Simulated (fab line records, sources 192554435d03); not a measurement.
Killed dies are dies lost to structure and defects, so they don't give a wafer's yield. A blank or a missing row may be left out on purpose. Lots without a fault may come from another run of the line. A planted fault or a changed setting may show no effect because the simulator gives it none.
Which tool did it? | flow n5_finfet | 11 lots, 31 wafers sampled, at 2 steps of a route of 1938

WHAT THE GAUGES READ, wafer by wafer
N5_PASSIVATION_OVL_MEAS_60.
lot  | measured     | on         | TV_OVL (nm)
L385 | day 11 19:49 | overlay-02 | 3 9 2
L389 | day 13 09:34 | overlay-02 | -1 6 0
L391 | day 13 10:33 | overlay-01 | 16 13 11
L392 | day 14 10:11 | overlay-02 | 6 2 4
L394 | day 14 14:52 | overlay-01 | 15 12 11
L393 | day 14 15:13 | overlay-01 | 4 -1 1
L399 | day 15 15:18 | overlay-02 | 1 11 8
L400 | day 15 15:41 | overlay-01 | 7 1 7
L405 | day 17 04:43 | overlay-02 | 4 3 14
L404 | day 17 18:29 | overlay-01 | 0
L406 | day 17 22:19 | overlay-02 | -2 3 0

WHICH TOOL RAN EACH LOT (tool, then ch and the chambers of the sampled wafers, then the start)
lot  | N5_MIM_TOP_ETCH_ETCH_00
L385 | rie_metal-03 ch 0,1, day 11 17:40
L389 | rie_metal-01 ch 0,1, day 13 06:52
L391 | rie_metal-03 ch 0,1, day 13 07:13
L392 | rie_metal-02 ch 0,1, day 14 03:17
L394 | rie_metal-02 ch 0,1, day 14 11:31
L393 | rie_metal-03 ch 0,1, day 14 11:37
L399 | rie_metal-02 ch 0,1, day 15 12:14
L400 | rie_metal-01 ch 0,1, day 15 13:22
L405 | rie_metal-03 ch 0, day 17 02:29
L404 | rie_metal-02 ch 0, day 17 10:50
L406 | rie_metal-01 ch 0,1, day 17 19:10
- N5_MIM_TOP_ETCH_ETCH_00: etches TiN in Cl2/BCl3, target depth 38.5 nm.

WHAT THE TOOLS THEMSELVES READ (means of the sampled wafers that have a number; where no wafer has one, the mark that the record gives instead)
N5_MIM_TOP_ETCH_ETCH_00.
lot  | tool         | drypump_motor_current_A (A) | mfc_ar_sccm (sccm) | oes_ar_750_au (a.u.) | oes_product_au (a.u.) | throttle_valve_pct (%)
L385 | rie_metal-03 | 5.4                         | 25.04              | 0.68                 | 0.70                  | 22.69
L389 | rie_metal-01 | 5.7                         | 24.98              | 0.71                 | 0.71                  | 22.72
L391 | rie_metal-03 | 5.4                         | 25.03              | 0.68                 | 0.68                  | 22.72
L392 | rie_metal-02 | 5.9                         | 25.00              | 0.85                 | 0.85                  | 22.51
L394 | rie_metal-02 | 6.0                         | 25.01              | 0.85                 | 0.85                  | 22.51
L393 | rie_metal-03 | 5.6                         | 24.98              | 0.69                 | 0.69                  | 22.79
L399 | rie_metal-02 | 5.9                         | 25.04              | 0.83                 | 0.84                  | 22.52
L400 | rie_metal-01 | 5.5                         | 24.97              | 0.87                 | 0.88                  | 22.54
L405 | rie_metal-03 | 5.8                         | 24.97              | 0.70                 | 0.69                  | 22.87
L404 | rie_metal-02 | 6.3                         | 25.01              | 0.85                 | 0.87                  | 22.48
L406 | rie_metal-01 | 5.8                         | 24.99              | 0.78                 | 0.79                  | 22.66

THE ANSWER, worked out from the rows above alone
Rule: what is usual is taken from the lots themselves. Put in order of their means at a reading, lots are off if they are a third of the lots or fewer, leave a main group of 4 or more, and stand apart from it by a gap of 3 or more times the standard deviation of the main group's means; of several such gaps the widest counts. A main group whose means are all the same, to the digits that the tables above print for the reading, isn't used. A lot without any number at a reading at which 4 lots or more have one is off too. The other lots that the step has rows for count as sound. The gauges are gone through in route order, then the tools' own readings, and for those a lot's mean is taken as printed above. The first step at which some lot is off is used, and at that step the reading that is off furthest; a lot without a number counts as furthest.
No lot is off at any reading shown: from this, nothing can be told.

WHAT THE SIMULATOR HAD PUT IN
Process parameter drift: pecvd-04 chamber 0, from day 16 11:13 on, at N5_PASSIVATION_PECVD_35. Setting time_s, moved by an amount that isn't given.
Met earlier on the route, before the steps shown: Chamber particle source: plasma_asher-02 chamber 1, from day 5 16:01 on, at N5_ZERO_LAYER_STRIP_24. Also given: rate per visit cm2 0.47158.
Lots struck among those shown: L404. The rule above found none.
